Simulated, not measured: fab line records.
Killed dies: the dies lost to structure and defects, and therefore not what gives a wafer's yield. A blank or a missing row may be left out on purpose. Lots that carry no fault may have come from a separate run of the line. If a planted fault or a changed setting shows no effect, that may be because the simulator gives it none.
A lot that was struck, set against a sound lot    flow n5_finfet    22 steps out of a route of 1938
Sound: wafers L223.1, L223.3, L223.6. Struck: wafer L213.4 (left out: L213.3, L213.6 of the same lot, which were not struck); the cause appears at the end.
Each step with rows lists, per side, the tool, then ch with its chambers, then its first start. Under that, the readings that differ: sound wafers    struck wafers    difference of the means    sigmas: that difference in standard deviations of wafers without a fault.
alike: words and numbers the same on both sides, and readings whose means are apart by under 2 such deviations; not compared: readings that were withheld, readings missing a value for some wafer, numbers with overlapping values and no deviation given by the record, and bounds like >300 which may hide the same value.
The two part at a step that has a row with sigmas, a row that says differs or no value, or rows on one side only. Non-overlapping numbers with no deviation appear without sigmas and do not part them. A reading missing from all wafers of one side parts the sides only when that side holds two or more wafers.

first, 6 steps without rows for these wafers: N5_HKMG_FIN_COAT_66 (time 60 s, resist thk 300 nm); N5_HKMG_FIN_ETCH_67 (etches SOC in N2/H2, stops on TiN, target depth 388.9 nm); N5_HKMG_FIN_STRIP_90 (strips SOC in N2/H2, time 20 s); N5_HKMG_FIN_WET_ETCH_73 (etches the open film in SC1, time 42.3 s, target depth 1.3 nm, rinse time 30 s); N5_HKMG_FIN_ETCHBACK_68 (etches the open film in Cl2/Ar, stops on HfO2, target depth 0.5 nm); N5_HKMG_FIN_STRIP_69 (strips in N2/H2, time 360 s).
N5_HKMG_FIN_ALD_21: deposits TiN, target thk 1.5 nm, pulse time 1 s, purge time 3 s.
  sound on ald_metal-04 ch 2,3, day 9 07:37; struck on ald_metal-02 ch 3, day 6 22:04
  alike: heater_power_w, precursor_pulse_height_rel
then, 4 steps without rows for these wafers: N5_HKMG_FIN_ALD_72 (deposits W, target thk 2 nm, pulse time 1 s, purge time 2 s); N5_HKMG_FIN_W_FILL_22 (material W, target thk 60 nm, time 18.2 s); N5_HKMG_FIN_PRECLEAN_83 (cleans in DIW, time 57.5 s); N5_HKMG_FIN_SRD_84 (dry time 32 s).
N5_HKMG_FIN_CMP_23: polishes, stops on SiNx, t overpolish 10 s, target thk 46.326 nm.
  sound on cmp-03 ch 0,1, day 9 08:10; struck on cmp-02 ch 0, day 6 22:37
reading                       sound              struck  difference  sigmas
retaining_ring_pressure_frac  1.001 1.004 1.006  0.991   -0.013      -2
  alike: motor_current_A, overpolish_run_s, time_to_endpoint_s
N5_HKMG_FIN_CMP_94: polishes, stops on SiNx, t overpolish 4.7 s, target thk 43.299 nm.
  sound on cmp-03 ch 0,1, day 9 08:38; struck on cmp-02 ch 0, day 6 23:06
reading                               sound           struck  difference  sigmas
motor_current_A (A)                   10.2 11.7 11.1  13.1    +2.1        +2
model.SiNx_of_SDB_ALD_29.thk_nm (nm)  28.4 28.4 28.2  27.8    -0.5        
  alike: retaining_ring_pressure_frac
N5_HKMG_FIN_INSPECT_28: inspects for defects (darkfield).
  sound on defect_inspect-01 at day 9 08:52; struck on defect_inspect-01 at day 6 23:20
  alike: raw_defect_count
N5_GATE_CUT_ETCHBACK_00: etches W in SF6/Cl2.
  sound on rie_metal-01 ch 0,1, day 9 08:54; struck on rie_metal-03 ch 1, day 6 23:25
  alike: drypump_motor_current_A, mfc_cl2_sccm, oes_product_au, throttle_valve_pct
  not compared: rf_hours_counter_h
then, 1 step without rows for these wafers: N5_GATE_CUT_ETCH_56 (etches TiN in Cl2/Ar, target depth 21.6 nm).
N5_GATE_CUT_ETCHBACK_30: etches TiN in Cl2/Ar, target depth 3 nm.
  sound on rie_metal-01 ch 0,1, day 9 09:07; struck on rie_metal-03 ch 1, day 6 23:35
  alike: drypump_motor_current_A, mfc_cl2_sccm, oes_product_au, throttle_valve_pct
  not compared: rf_hours_counter_h
N5_GATE_CUT_VAPOR_ETCH_60: etches HfO2 in BCl3/Cl2.
  sound on rie_metal-01 ch 0,1, day 9 09:08; struck on rie_metal-03 ch 1, day 6 23:37
  alike: drypump_motor_current_A, oes_product_au
N5_GATE_CUT_ETCH_58: etches SiNx in CH3F/O2, target depth 17 nm, time 128.6 s.
  sound on rie_diel-05 ch 0,3, day 9 09:12; struck on rie_diel-03 ch 2, day 6 23:40
reading                               sound           struck  difference  sigmas
model.SiNx_of_SDB_ALD_29.thk_nm (nm)  24.6 24.8 24.6  24.2    -0.5        
  alike: drypump_motor_current_A, oes_product_au, rf_vpp_V, showerhead_plenum_p_Torr, throttle_valve_pct
  not compared: rf_hours_counter_h
then, 1 step without rows for these wafers: N5_GATE_CUT_STRIP_59 (strips in N2/H2, time 20 s).
-- the record jumps here: 4 days lie between the struck wafers' starts before and after (it left off in module GATE_CUT and takes up again in module BEOL_M4, whose first step shown is number 1111 of the route) --
N5_BEOL_M4_RC_MEAS_101:
  sound on prober-01 ch 0, day 13 10:42; struck on prober-02 ch 0, day 10 22:32
  alike: DIBL_N, DIBL_P, IOFF_N, IOFF_P, ION_N, ION_P, SS_N, SS_P, VT_N, VT_P
-- record jumps: 4 days separate the struck wafers' starts on either side; left off in module BEOL_M4, taken up again in module PASSIVATION, whose first shown step is the route's number 1936 --
N5_PASSIVATION_PROBE_49:
  sound on prober-01 at day 17 19:05; struck on prober-01 at day 15 03:28
reading      sound       struck  difference  sigmas
killed_dies  119 117 88  76      -32         -2
  alike: defect_limited_yield, killed_at_M0_to_M3, killed_at_M4_up, killed_at_contacts, killed_at_front_end, killed_at_other, killed_open, killed_short, sort_bin_5_function, sort_bin_6_memory, sort_bin_8_speed, sort_n_pass, sort_yield_pct

## WHERE THEY PART
Earliest at N5_HKMG_FIN_CMP_23; latest, in this record, at N5_PASSIVATION_PROBE_49.

WHY: the cause the simulator had injected
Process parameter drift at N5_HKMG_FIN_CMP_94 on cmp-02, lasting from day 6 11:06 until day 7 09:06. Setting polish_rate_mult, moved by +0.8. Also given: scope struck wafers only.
